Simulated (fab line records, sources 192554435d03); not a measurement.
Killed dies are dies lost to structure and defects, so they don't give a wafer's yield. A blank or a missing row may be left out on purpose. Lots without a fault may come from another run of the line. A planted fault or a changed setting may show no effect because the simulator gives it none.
fab line records | flow n5_finfet | part 2 of 2: steps 20 to 27 of 27
record lots=5 wafers=15 last_day=17
route steps=1938 shown BEOL_M3@999 BEOL_M4@1021
lots that met no fault: from a run of the same line without faults
start_h: hours from the record's first day to the start of the lot's first wafer shown | wait_h: hours since the lot's step before | " the same as in the row above | L1.1+2: a row that stands for several wafers | - no value, or no start given | * or withheld: withheld | < > ~ a bound
route shown NAME@n: a module of which the file shows steps, and the number in the route of the first | usual: mean/standard deviation of fault-free wafers | same: alike in all rows | chamber/n: place in a boat | sites: the reading at each site | _std_site: their standard deviation | _edge_site: outer sites' mean less inner sites' | radius_mm: how far each site lies from the wafer's centre | mask NAME#n: copy n | behind: the tool/chamber that last shaped the wafer | hold: why the lot was held/for how many hours/how that ended | device: the transistor (n, p or np) that didn't switch | end of line: the same wafers' tests at the end of the route | a step without rows: its recipe alone | killed: dies lost to structure and defects at the first sort, not the wafer's yield | map: a wafer's dies, x killed, . not, _ none there
set.NAME: the setting as run; set.NAME@STEP: as run at that earlier step | model.NAME: the simulator's own value behind a step, which no gauge read
lots at some steps of the route; a table a step, a row a wafer
services: from which hour (start_h, from the record's first day; less than 0 if before it) a tool's chamber was out of use, for how many hours, and why
## steps
# step N5_BEOL_M3_DEP_57
# recipe material=SiCN target_thk_a=80 temp_c=withheld precursor=3MS/NH3 pressure_torr=3 rf_w=202 time_s=14
# usual showerhead_plenum_p_Torr=3.660/0.014 showerhead_vpp_V=897/53 throttle_valve_pct=8.9/0.53
# columns lot.wafer tool chamber start_h wait_h showerhead_plenum_p_Torr showerhead_vpp_V throttle_valve_pct
L079.2 pecvd-02 2 183.46 0.0 3.664 843 7.9
L079.5 " 0 " " 3.677 923 9.4
L079.6 " 1 " " 3.680 946 9.4
L081.1 pecvd-01 2 198.59 0.0 3.666 810 8.7
L081.3 " 1 " " 3.659 840 9.3
L081.4 " 0 " " 3.633 971 9.3
L090.1 pecvd-04 1 254.67 0.0 3.664 914 8.4
L090.2 " 2 " " 3.657 933 8.8
L090.5 " 2 " " 3.668 932 8.7
L092.1 pecvd-02 0 262.02 0.0 3.684 932 9.6
L092.5 " 2 " " 3.666 845 8.3
L092.6 " 1 " " 3.661 959 9.6
L096.1 pecvd-01 2 291.43 0.0 3.660 792 8.7
L096.2 " 1 " " 3.657 858 9.3
L096.4 " 0 " " 3.628 967 9.2
# step N5_BEOL_M3_RS_MEAS_58
# recipe thk_meas_gauge=four-point-probe reads=Co_of_BEOL_M3_CO_CAP_55+Cu_of_BEOL_M3_ECD_50+Co_of_BEOL_M3_CVD_47+TaN_of_BEOL_M3_ALD_84
# usual M3_RS=0.68/0.033
# columns lot.wafer tool chamber start_h wait_h M3_RS[ohm/sq]
L079.2 film_metro-02 - 183.53 0.1 0.73
L079.5 " - " " 0.68
L079.6 " - " " 0.71
L081.1 film_metro-02 - 198.65 0.0 0.70
L081.3 " - " " 0.72
L081.4 " - " " 0.68
L090.1 film_metro-01 - 254.73 0.0 0.76
L090.2 " - " " 0.71
L090.5 " - " " 0.70
L092.1 film_metro-01 - 262.09 0.0 0.68
L092.5 " - " " 0.61
L092.6 " - " " 0.63
L096.1 film_metro-02 - 291.50 0.1 0.66
L096.2 " - " " 0.68
L096.4 " - " " 0.64
# step N5_BEOL_M3_INSPECT_59
# recipe inspect_instrument=darkfield mode=post_dep
# usual raw_defect_count=67/20
# columns lot.wafer tool chamber start_h wait_h raw_defect_count
L079.2 defect_inspect-02 - 183.55 0.0 69
L079.5 " - " " 76
L079.6 " - " " 56
L081.1 defect_inspect-02 - 198.68 0.0 59
L081.3 " - " " 58
L081.4 " - " " 72
L090.1 defect_inspect-01 - 254.76 0.0 65
L090.2 " - " " 48
L090.5 " - " " 60
L092.1 defect_inspect-01 - 262.12 0.0 74
L092.5 " - " " 49
L092.6 " - " " 84
L096.1 defect_inspect-02 - 291.53 0.0 65
L096.2 " - " " 80
L096.4 " - " " 68
# step N5_BEOL_M4_ILD_DEP_00
# recipe material=SiOC target_thk_a=790 temp_c=350 precursor=DEMS/O2 pressure_torr=5 rf_w=500 time_s=15.3
# usual heater_power_w=473/63 showerhead_plenum_p_Torr=5.693/0.016 showerhead_vpp_V=1387/70 susceptor_temp_C=349.98/0.2 throttle_valve_pct=11.9/0.6
# columns lot.wafer tool chamber start_h wait_h heater_power_w showerhead_plenum_p_Torr showerhead_vpp_V susceptor_temp_C throttle_valve_pct
L079.2 pecvd-01 0 183.59 0.0 509 5.660 1531 350.31 12.0
L079.5 " 0 " " 511 5.670 1541 350.06 11.8
L079.6 " 2 " " 416 5.679 1279 349.89 11.4
L081.1 pecvd-01 0 198.72 0.0 460 5.657 1512 350.10 12.0
L081.3 " 1 " " 522 5.668 1333 349.95 11.6
L081.4 " 0 " " 464 5.671 1506 349.77 12.1
L090.1 pecvd-03 2 254.80 0.0 455 5.697 1371 349.98 10.8
L090.2 " 1 " " 416 5.699 1373 349.49 12.4
L090.5 " 1 " " 411 5.711 1376 349.41 12.1
L092.1 pecvd-01 1 262.15 0.0 477 5.675 1337 350.04 11.6
L092.5 " 2 " " 439 5.676 1269 349.97 11.5
L092.6 " 1 " " 489 5.675 1310 350.03 11.7
L096.1 pecvd-01 2 291.56 0.0 445 5.684 1293 349.67 11.4
L096.2 " 1 " " 512 5.657 1340 350.13 11.9
L096.4 " 2 " " 463 5.688 1290 350.04 11.5
# step N5_BEOL_M4_THK_MEAS_01
# recipe reads=SiOC_of_BEOL_M4_ILD_DEP_00
# usual M4_ILD_THK=79.2/1
# columns lot.wafer tool chamber start_h wait_h M4_ILD_THK[nm]
L079.2 film_metro-02 - 183.66 0.1 78.7
L079.5 " - " " 78.7
L079.6 " - " " 81.4
L081.1 film_metro-02 - 198.78 0.0 78.0
L081.3 " - " " 80.3
L081.4 " - " " 80.2
L090.1 film_metro-01 - 254.86 0.0 77.7
L090.2 " - " " 79.0
L090.5 " - " " 79.7
L092.1 film_metro-01 - 262.22 0.0 79.6
L092.5 " - " " 80.7
L092.6 " - " " 80.1
L096.1 film_metro-01 - 291.63 0.0 79.7
L096.2 " - " " 79.5
L096.4 " - " " 81.3
# step N5_BEOL_M4_PECVD_72
# recipe material=SiO2 target_thk_a=160 temp_c=400 precursor=TEOS/O2 pressure_torr=5.5 rf_w=450 teos_flow_sccm=53.8 gas=O2 flow_sccm=3000 time_s=18
# usual heater_power_w=711/74 showerhead_plenum_p_Torr=8.75/0.057 showerhead_vpp_V=1319/74 susceptor_temp_C=399.98/0.22 throttle_valve_pct=22.3/1.1
# columns lot.wafer tool chamber start_h wait_h heater_power_w showerhead_plenum_p_Torr showerhead_vpp_V susceptor_temp_C throttle_valve_pct
L079.2 pecvd-01 1 183.69 0.0 685 8.69 1275 399.85 22.3
L079.5 " 1 " " 687 8.72 1272 400.13 22.2
L079.6 " 0 " " 686 8.65 1446 399.43 22.6
L081.1 pecvd-04 2 198.82 0.0 865 8.79 1388 400.22 21.6
L081.3 " 1 " " 692 8.74 1353 399.85 20.8
L081.4 " 1 " " 699 8.76 1377 400.00 20.7
L090.1 pecvd-04 2 254.90 0.0 718 8.79 1410 399.55 21.5
L090.2 " 1 " " 760 8.76 1369 399.92 20.7
L090.5 " 1 " " 740 8.74 1361 400.20 20.9
L092.1 pecvd-04 2 262.26 0.0 731 8.80 1412 400.00 21.8
L092.5 " 1 " " 831 8.74 1357 400.15 20.7
L092.6 " 2 " " 703 8.78 1407 400.01 21.6
L096.1 pecvd-04 1 291.67 0.0 815 8.75 1374 400.04 21.1
L096.2 " 0 " " 669 8.76 1273 399.91 24.1
L096.4 " 0 " " 664 8.78 1285 399.62 23.7
# step N5_BEOL_M4_HM_DEP_02
# recipe material=TiN target_thk_a=200 temp_c=25 chamber_pressure_pa=0.49996
# usual susceptor_temp_C=24.99/0.097 throttle_valve_pct=29.7/0.84
# columns lot.wafer tool chamber start_h wait_h susceptor_temp_C throttle_valve_pct
L079.2 pvd_sputter-01 - 184.32 0.6 25.04 29.0
L079.5 " - " " 25.04 29.1
L079.6 " - " " 24.97 28.4
L081.1 pvd_sputter-02 - 200.06 1.2 25.02 30.1
L081.3 " - " " 25.02 30.4
L081.4 " - " " 24.69 29.3
L090.1 pvd_sputter-02 - 255.73 0.8 24.96 29.2
L090.2 " - " " 25.09 30.8
L090.5 " - " " 24.98 29.1
L092.1 pvd_sputter-02 - 262.95 0.7 24.86 29.3
L092.5 " - " " 25.00 29.2
L092.6 " - " " 25.02 30.3
L096.1 pvd_sputter-02 - 292.18 0.5 24.99 29.3
L096.2 " - " " 24.93 30.2
L096.4 " - " " 24.90 29.2
# step N5_BEOL_M4_COAT_61
# recipe resist=SOC temp_c=250 time_s=60 spin_rpm=1500 resist_thk_nm=60
# usual dispense_pressure_kPa=44/4.3 resist_line_temp_C=22.98/0.11
# columns lot.wafer tool chamber start_h wait_h dispense_pressure_kPa resist_line_temp_C
L079.2 litho_track-04 0 184.45 0.1 41 23.15
L079.5 " 0 " " 41 23.10
L079.6 " 0 " " 41 23.30
L081.1 litho_track-04 0 200.19 0.1 41 22.92
L081.3 " 0 " " 41 22.88
L081.4 " 0 " " 41 22.98
L090.1 litho_track-04 0 255.85 0.1 41 22.85
L090.2 " 0 " " 41 22.80
L090.5 " 0 " " 41 22.90
L092.1 litho_track-04 0 263.07 0.1 41 22.97
L092.5 " 0 " " 41 23.01
L092.6 " 0 " " 41 23.03
L096.1 litho_track-05 0 292.32 0.1 51 23.05
L096.2 " 0 " " 51 22.99
L096.4 " 0 " " 51 23.18
## services
# columns tool chamber start_h hours kind
cmp-03 - 158.52 0.8 repair
cvd_co-01 - 161.67 2.8 pm
pecvd-04 - 162.33 0.7 repair
cmp-03 - 165.89 4.2 repair
cmp-04 - 168.60 0.6 repair
cmp-04 - 176.36 1.2 repair
pecvd-03 - 181.69 5.5 pm
cvd_co-01 - 184.46 0.6 repair
pecvd-02 - 191.46 0.7 repair
pecvd-01 1 194.67 2.1 scheduled_down
pvd_sputter-02 - 200.34 4.0 repair
pecvd-03 2 202.38 - clean
pecvd-03 2 202.38 - consumable_replace:showerhead
pecvd-03 2 202.38 29.0 scheduled_down
pecvd-02 - 206.66 0.6 repair
cmp-04 - 210.91 1.6 repair
pecvd-02 - 219.26 2.8 pm
cmp-03 - 230.98 19.1 repair
pecvd-02 2 232.76 12.9 repair
cmp-04 - 235.93 5.2 pm
pecvd-02 0 236.34 2.1 scheduled_down
cmp-04 - 243.75 1.7 repair
litho_track-04 - 281.80 - consumable_replace:filter
cmp-04 - 291.40 4.0 pm
